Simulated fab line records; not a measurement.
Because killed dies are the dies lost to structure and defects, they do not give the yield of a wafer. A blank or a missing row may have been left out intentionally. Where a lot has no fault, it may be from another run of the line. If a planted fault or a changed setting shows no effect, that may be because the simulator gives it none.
The tool behind it: which one?    flow nand harc    24 lots, 72 wafers sampled, at 6 steps of a route of 1159

## WHAT THE GAUGES SHOWED, per wafer
Not one reading of a measure or inspect step in the record can be checked against a usual standard deviation.

## EACH LOT AND THE TOOL THAT RAN IT (in order: tool; ch and the chambers of the sampled wafers; start)
lot   NHARC_A_STAIRCASE_ETCH_225                     NHARC_A_STAIRCASE_TRIM_233                     NHARC_A_STAIRCASE_STRIP_238           NHARC_A_STAIRCASE_HM_DEP_456   NHARC_A_STAIRCASE_ETCH_315                     NHARC_A_STAIRCASE_STRIP_476
L074  rie diel-05 ch 1,2,3, day 10 22:29 or earlier  rie diel-05 ch 1,2, day 10 22:29 or earlier    plasma asher-01 ch 0,1, day 10 22:29  acl dep-01 ch 0, day 11 03:25  rie diel-08 ch 0,2,3, day 11 15:28 or earlier  rie diel-05 ch 0,1,2, day 11 15:28
L075  rie diel-08 ch 1,2,3, day 11 15:26 or earlier  rie diel-08 ch 1,2,3, day 11 15:26 or earlier  plasma asher-01 ch 0,1, day 11 15:26  acl dep-01 ch 0, day 11 17:49  rie diel-13 ch 1,2,3, day 12 09:49 or earlier  rie diel-05 ch 0,1,2, day 12 09:49
L077  rie diel-08 ch 0,1,3, day 11 20:14 or earlier  rie diel-08 ch 0,1, day 11 20:14 or earlier    plasma asher-02 ch 0,1, day 11 20:14  acl dep-02 ch 0, day 12 01:32  rie diel-08 ch 0,3, day 12 14:31 or earlier    rie diel-05 ch 2,3, day 12 14:31
L078  rie diel-08 ch 0,1, day 12 02:59 or earlier    rie diel-08 ch 0,2,3, day 12 02:59 or earlier  plasma asher-02 ch 0,1, day 12 02:59  acl dep-02 ch 0, day 12 05:23  rie diel-05 ch 2,3, day 12 18:26 or earlier    rie diel-08 ch 1,2,3, day 12 18:26
L076  rie diel-13 ch 0,1, day 12 07:11 or earlier    rie diel-13 ch 0,1,2, day 12 07:11 or earlier  plasma asher-01 ch 0, day 12 07:11    acl dep-01 ch 0, day 12 09:53  rie diel-05 ch 0,1,2, day 13 00:29 or earlier  rie diel-13 ch 2,3, day 13 00:29
L079  rie diel-13 ch 0,1,2, day 12 07:29 or earlier  rie diel-08 ch 0,1,3, day 12 07:29 or earlier  plasma asher-02 ch 0,1, day 12 07:29  acl dep-03 ch 0, day 12 10:00  rie diel-05 ch 1,2,3, day 13 02:58 or earlier  rie diel-05 ch 1,2,3, day 13 02:58
L080  rie diel-05 ch 0,2,3, day 13 06:41 or earlier  rie diel-05 ch 1,2, day 13 06:41 or earlier    plasma asher-02 ch 0,1, day 13 06:41  acl dep-02 ch 0, day 13 09:37  rie diel-13 ch 0,2,3, day 13 23:46 or earlier  rie diel-08 ch 0,1, day 13 23:46
L082  rie diel-08 ch 2,3, day 13 07:27 or earlier    rie diel-08 ch 0,2, day 13 07:27 or earlier    plasma asher-02 ch 1, day 13 07:27    acl dep-03 ch 0, day 13 10:04  rie diel-05 ch 1,2,3, day 14 01:08 or earlier  rie diel-05 ch 0,1, day 14 01:08
L081  rie diel-13 ch 2,3, day 13 08:16 or earlier    rie diel-13 ch 0,1, day 13 08:16 or earlier    plasma asher-02 ch 0,1, day 13 08:16  acl dep-03 ch 0, day 13 11:53  rie diel-08 ch 0,3, day 14 03:16 or earlier    rie diel-08 ch 2,3, day 14 03:16
L083  rie diel-13 ch 0,3, day 13 13:41 or earlier    rie diel-05 ch 0,1,3, day 13 13:41 or earlier  plasma asher-01 ch 0,1, day 13 13:41  acl dep-03 ch 0, day 13 19:48  rie diel-13 ch 0,1,3, day 14 10:00 or earlier  rie diel-08 ch 1,2,3, day 14 10:00
L084  rie diel-05 ch 0,2,3, day 14 01:38 or earlier  rie diel-05 ch 1,2,3, day 14 01:38 or earlier  plasma asher-02 ch 0,1, day 14 01:38  acl dep-03 ch 0, day 14 04:01  rie diel-05 ch 0,1,3, day 14 19:47 or earlier  rie diel-05 ch 1,2,3, day 14 19:47
L086  rie diel-05 ch 0,3, day 14 08:07 or earlier    rie diel-05 ch 0,1,2, day 14 08:07 or earlier  plasma asher-02 ch 0,1, day 14 08:07  acl dep-02 ch 0, day 14 11:14  rie diel-08 ch 0,3, day 14 23:24 or earlier    rie diel-13 ch 0,2,3, day 14 23:24
L085  rie diel-08 ch 0,1,2, day 14 10:30 or earlier  rie diel-08 ch 1,2,3, day 14 10:30 or earlier  plasma asher-02 ch 0,1, day 14 10:30  acl dep-02 ch 0, day 14 14:56  rie diel-08 ch 0,2, day 15 03:22 or earlier    rie diel-08 ch 0,1, day 15 03:22
L087  rie diel-13 ch 0,3, day 15 02:04 or earlier    rie diel-08 ch 0,3, day 15 02:04 or earlier    plasma asher-01 ch 0,1, day 15 02:04  acl dep-02 ch 0, day 15 04:35  rie diel-05 ch 1,2,3, day 15 20:38 or earlier  rie diel-08 ch 2,3, day 15 20:38
L089  rie diel-05 ch 1,3, day 15 02:33 or earlier    rie diel-08 ch 0,3, day 15 02:33 or earlier    plasma asher-02 ch 0,1, day 15 02:33  acl dep-03 ch 0, day 15 05:46  rie diel-05 ch 0,2, day 15 22:47 or earlier    rie diel-13 ch 0,1,2, day 15 22:47
L090  rie diel-08 ch 0,2,3, day 15 07:52 or earlier  rie diel-13 ch 1,2, day 15 07:52 or earlier    plasma asher-02 ch 0,1, day 15 07:52  acl dep-02 ch 0, day 15 11:28  rie diel-08 ch 2,3, day 16 03:48 or earlier    rie diel-08 ch 0,2,3, day 16 03:48
L091  rie diel-08 ch 0,1, day 15 08:10 or earlier    rie diel-08 ch 0,2,3, day 15 08:10 or earlier  plasma asher-01 ch 0,1, day 15 08:10  acl dep-01 ch 0, day 15 13:32  rie diel-05 ch 0,1,3, day 16 03:23 or earlier  rie diel-08 ch 1,2,3, day 16 03:23
L088  rie diel-13 ch 0,2, day 15 08:34 or earlier    rie diel-08 ch 0,1,3, day 15 08:34 or earlier  plasma asher-01 ch 0,1, day 15 08:34  acl dep-03 ch 0, day 15 15:22  rie diel-05 ch 1,3, day 16 04:53 or earlier    rie diel-13 ch 0,1,2, day 16 04:53
L095  rie diel-05 ch 1,2,3, day 16 01:32 or earlier  rie diel-08 ch 0,1,3, day 16 01:32 or earlier  plasma asher-01 ch 0,1, day 16 01:32  acl dep-03 ch 0, day 16 04:15  rie diel-08 ch 1,2,3, day 16 17:44 or earlier  rie diel-05 ch 0,1,2, day 16 17:44
L093  rie diel-13 ch 0,2,3, day 16 02:32 or earlier  rie diel-08 ch 1,2,3, day 16 02:32 or earlier  plasma asher-01 ch 0,1, day 16 02:32  acl dep-02 ch 0, day 16 06:13  rie diel-08 ch 0,1,2, day 16 20:16 or earlier  rie diel-08 ch 0,1,2, day 16 20:16
L094  rie diel-05 ch 0,2,3, day 16 05:25 or earlier  rie diel-08 ch 0,1,3, day 16 05:25 or earlier  plasma asher-01 ch 1, day 16 05:25    acl dep-02 ch 0, day 16 08:56  rie diel-05 ch 0,1,2, day 16 21:54 or earlier  rie diel-13 ch 0,1,2, day 16 21:54
L092  rie diel-13 ch 2,3, day 16 05:45 or earlier    rie diel-05 ch 0,1, day 16 05:45 or earlier    plasma asher-01 ch 0,1, day 16 05:45  acl dep-02 ch 0, day 16 10:28  rie diel-08 ch 1,2,3, day 17 02:48 or earlier  rie diel-13 ch 0,1,2, day 17 02:48
L096  rie diel-05 ch 1,3, day 16 18:04 or earlier    rie diel-08 ch 0,3, day 16 18:04 or earlier    plasma asher-01 ch 0,1, day 16 18:04  acl dep-02 ch 0, day 16 22:20  rie diel-08 ch 0,1,2, day 17 10:51 or earlier  rie diel-05 ch 0,2,3, day 17 10:51
L097  rie diel-05 ch 0,1,3, day 16 18:05 or earlier  rie diel-13 ch 0,1,3, day 16 18:05 or earlier  plasma asher-02 ch 0,1, day 16 18:05  acl dep-03 ch 0, day 16 22:48  rie diel-08 ch 1,2,3, day 17 12:16 or earlier  rie diel-08 ch 0,1, day 17 12:16
- NHARC_A_STAIRCASE_ETCH_225: etches the open film in C4F8/O2, target depth 100 nm, time 40.5 s.
- NHARC_A_STAIRCASE_TRIM_233: chemistry O2, time 211.2 s.
- NHARC_A_STAIRCASE_STRIP_238: strips in O2.
- NHARC_A_STAIRCASE_HM_DEP_456: deposits aC, target thk 1500 nm.
- NHARC_A_STAIRCASE_ETCH_315: etches the open film in C4F8/O2/Ar, target depth 2500 nm, time 607.1 s.
- NHARC_A_STAIRCASE_STRIP_476: strips in O2, time 20 s.

## WHAT THE TOOLS THEMSELVES READ (means of the sampled wafers that have a number; where no wafer has one, the mark that the record gives instead)
NHARC_A_STAIRCASE_ETCH_225.
lot   tool         oes product au (a.u.)  rf vpp V (V)
L074  rie diel-05  0.942                  899
L075  rie diel-08  0.943                  894
L077  rie diel-08  0.933                  898
L078  rie diel-08  0.939                  900
L076  rie diel-13  0.936                  891
L079  rie diel-13  0.937                  893
L080  rie diel-05  0.953                  899
L082  rie diel-08  0.942                  892
L081  rie diel-13  0.938                  898
L083  rie diel-13  0.936                  901
L084  rie diel-05  0.935                  899
L086  rie diel-05  0.950                  900
L085  rie diel-08  0.942                  896
L087  rie diel-13  0.940                  903
L089  rie diel-05  0.941                  899
L090  rie diel-08  0.942                  894
L091  rie diel-08  0.936                  900
L088  rie diel-13  0.936                  899
L095  rie diel-05  0.940                  898
L093  rie diel-13  0.938                  900
L094  rie diel-05  0.939                  898
L092  rie diel-13  0.920                  900
L096  rie diel-05  0.932                  901
L097  rie diel-05  0.928                  901

NHARC_A_STAIRCASE_TRIM_233.
lot   tool         drypump motor current A (A)  oes product au (a.u.)  rf vpp V (V)  showerhead plenum p Torr (Torr)  throttle valve pct (%)
L074  rie diel-05  5.7                          1.009                  57.8          3.61                             17.035
L075  rie diel-08  5.5                          1.001                  57.6          3.48                             17.038
L077  rie diel-08  5.4                          0.990                  57.2          3.64                             17.039
L078  rie diel-08  5.8                          1.000                  58.0          3.50                             17.042
L076  rie diel-13  6.0                          1.000                  58.2          3.43                             17.038
L079  rie diel-08  5.6                          0.995                  58.3          3.58                             17.033
L080  rie diel-05  5.7                          1.004                  57.7          3.60                             17.028
L082  rie diel-08  5.9                          1.000                  57.0          3.57                             17.031
L081  rie diel-13  6.1                          0.999                  57.5          3.56                             17.048
L083  rie diel-05  6.1                          0.991                  59.3          3.67                             17.036
L084  rie diel-05  5.9                          1.000                  57.8          3.60                             17.042
L086  rie diel-05  5.9                          1.002                  57.7          3.66                             17.049
L085  rie diel-08  5.5                          0.990                  58.2          3.47                             17.034
L087  rie diel-08  5.8                          0.997                  57.6          3.51                             17.038
L089  rie diel-08  5.8                          1.005                  58.9          3.51                             17.034
L090  rie diel-13  6.1                          0.999                  57.6          3.47                             17.039
L091  rie diel-08  5.8                          1.000                  58.6          3.48                             17.032
L088  rie diel-08  5.6                          0.998                  57.4          3.57                             17.033
L095  rie diel-08  5.6                          0.994                  58.0          3.56                             17.040
L093  rie diel-08  5.5                          0.994                  57.2          3.46                             17.026
L094  rie diel-08  5.6                          1.002                  58.1          3.56                             17.030
L092  rie diel-05  6.0                          1.002                  58.4          3.70                             17.031
L096  rie diel-08  5.9                          1.002                  58.0          3.57                             17.040
L097  rie diel-13  6.1                          0.995                  58.7          3.61                             17.031

NHARC_A_STAIRCASE_STRIP_238.
lot   tool             drypump motor current A (A)  heater power w (W)
L074  plasma asher-01  5.8                          340
L075  plasma asher-01  5.9                          342
L077  plasma asher-02  5.6                          320
L078  plasma asher-02  6.0                          331
L076  plasma asher-01  5.4                          311
L079  plasma asher-02  5.6                          321
L080  plasma asher-02  6.0                          334
L082  plasma asher-02  6.4                          348
L081  plasma asher-02  5.6                          318
L083  plasma asher-01  5.9                          351
L084  plasma asher-02  6.0                          324
L086  plasma asher-02  6.0                          335
L085  plasma asher-02  5.6                          316
L087  plasma asher-01  5.6                          327
L089  plasma asher-02  5.6                          325
L090  plasma asher-02  6.0                          329
L091  plasma asher-01  5.6                          328
L088  plasma asher-01  5.9                          348
L095  plasma asher-01  5.9                          352
L093  plasma asher-01  5.7                          330
L094  plasma asher-01  6.1                          372
L092  plasma asher-01  5.8                          345
L096  plasma asher-01  5.6                          324
L097  plasma asher-02  6.0                          333

NHARC_A_STAIRCASE_HM_DEP_456.
lot   tool        throttle valve pct (%)
L074  acl dep-01  34.998
L075  acl dep-01  34.997
L077  acl dep-02  34.995
L078  acl dep-02  34.992
L076  acl dep-01  34.999
L079  acl dep-03  34.995
L080  acl dep-02  34.998
L082  acl dep-03  34.999
L081  acl dep-03  35.007
L083  acl dep-03  34.997
L084  acl dep-03  35.005
L086  acl dep-02  35.005
L085  acl dep-02  34.997
L087  acl dep-02  35.003
L089  acl dep-03  35.002
L090  acl dep-02  35.003
L091  acl dep-01  34.998
L088  acl dep-03  35.000
L095  acl dep-03  34.997
L093  acl dep-02  35.000
L094  acl dep-02  35.005
L092  acl dep-02  34.993
L096  acl dep-02  35.001
L097  acl dep-03  35.001

NHARC_A_STAIRCASE_ETCH_315.
lot   tool         oes product au (a.u.)  rf vpp V (V)
L074  rie diel-08  0.939                  1825
L075  rie diel-13  0.932                  1828
L077  rie diel-08  0.931                  1826
L078  rie diel-05  0.935                  1830
L076  rie diel-05  0.938                  1837
L079  rie diel-05  0.943                  1833
L080  rie diel-13  0.930                  1838
L082  rie diel-05  0.928                  1832
L081  rie diel-08  0.936                  1831
L083  rie diel-13  0.929                  1834
L084  rie diel-05  0.938                  1837
L086  rie diel-08  0.937                  1831
L085  rie diel-08  0.927                  1821
L087  rie diel-05  0.924                  1831
L089  rie diel-05  0.945                  1832
L090  rie diel-08  0.926                  1818
L091  rie diel-05  0.932                  1836
L088  rie diel-05  0.942                  1836
L095  rie diel-08  0.920                  1821
L093  rie diel-08  0.931                  1828
L094  rie diel-05  0.936                  1836
L092  rie diel-08  0.924                  1822
L096  rie diel-08  0.925                  1828
L097  rie diel-08  0.926                  1821

NHARC_A_STAIRCASE_STRIP_476.
lot   tool         drypump motor current A (A)  oes product au (a.u.)  rf vpp V (V)  showerhead plenum p Torr (Torr)  throttle valve pct (%)
L074  rie diel-05  5.9                          1.008                  57.4          3.67                             17.030
L075  rie diel-05  5.9                          0.999                  58.1          3.67                             17.031
L077  rie diel-05  5.8                          1.007                  58.0          3.55                             17.034
L078  rie diel-08  5.5                          0.999                  57.7          3.48                             17.044
L076  rie diel-13  6.1                          1.000                  57.4          3.63                             17.027
L079  rie diel-05  5.9                          1.002                  57.8          3.60                             17.027
L080  rie diel-08  5.5                          0.995                  57.4          3.63                             17.044
L082  rie diel-05  6.0                          1.001                  57.7          3.73                             17.041
L081  rie diel-08  5.6                          0.991                  57.3          3.39                             17.041
L083  rie diel-08  5.5                          0.998                  57.5          3.47                             17.036
L084  rie diel-05  5.9                          1.001                  58.2          3.59                             17.037
L086  rie diel-13  6.0                          1.005                  58.3          3.66                             17.035
L085  rie diel-08  5.7                          0.991                  57.6          3.64                             17.035
L087  rie diel-08  5.6                          0.998                  57.8          3.38                             17.035
L089  rie diel-13  6.0                          0.992                  58.3          3.59                             17.042
L090  rie diel-08  5.8                          0.998                  57.7          3.48                             17.033
L091  rie diel-08  5.5                          0.993                  58.0          3.46                             17.038
L088  rie diel-13  6.0                          1.001                  56.7          3.59                             17.037
L095  rie diel-05  5.9                          1.000                  58.0          3.65                             17.035
L093  rie diel-08  5.6                          1.002                  57.4          3.53                             17.043
L094  rie diel-13  6.0                          0.996                  58.3          3.58                             17.041
L092  rie diel-13  6.0                          1.000                  57.6          3.58                             17.031
L096  rie diel-05  6.0                          0.989                  57.9          3.59                             17.034
L097  rie diel-08  5.5                          0.992                  58.2          3.62                             17.042

## THE ANSWER, worked out from the rows above alone
Rule: usual is defined by the lots themselves. The widest of any qualifying gaps counts: lots, ordered by their means at a reading, are off when they make up no more than a third of the lots, leave a main group of 4 or more, and stand apart from it by 3 or more times the standard deviation of that group's means. A main group is skipped when, at the precision printed for the reading in the tables above, its means are all equal. A lot without any number at a reading at which 4 lots or more have one is off too. The other lots that the step has rows for count as sound. After the gauges, taken in route order, come the tools' own readings; for these a lot's mean is taken, as printed above. The first step at which some lot is off is used, and at that step the reading that is off furthest; a lot without a number counts as furthest.
None of the lots is off at any reading shown; this tells nothing.

## WHAT THE SIMULATOR HAD INSERTED
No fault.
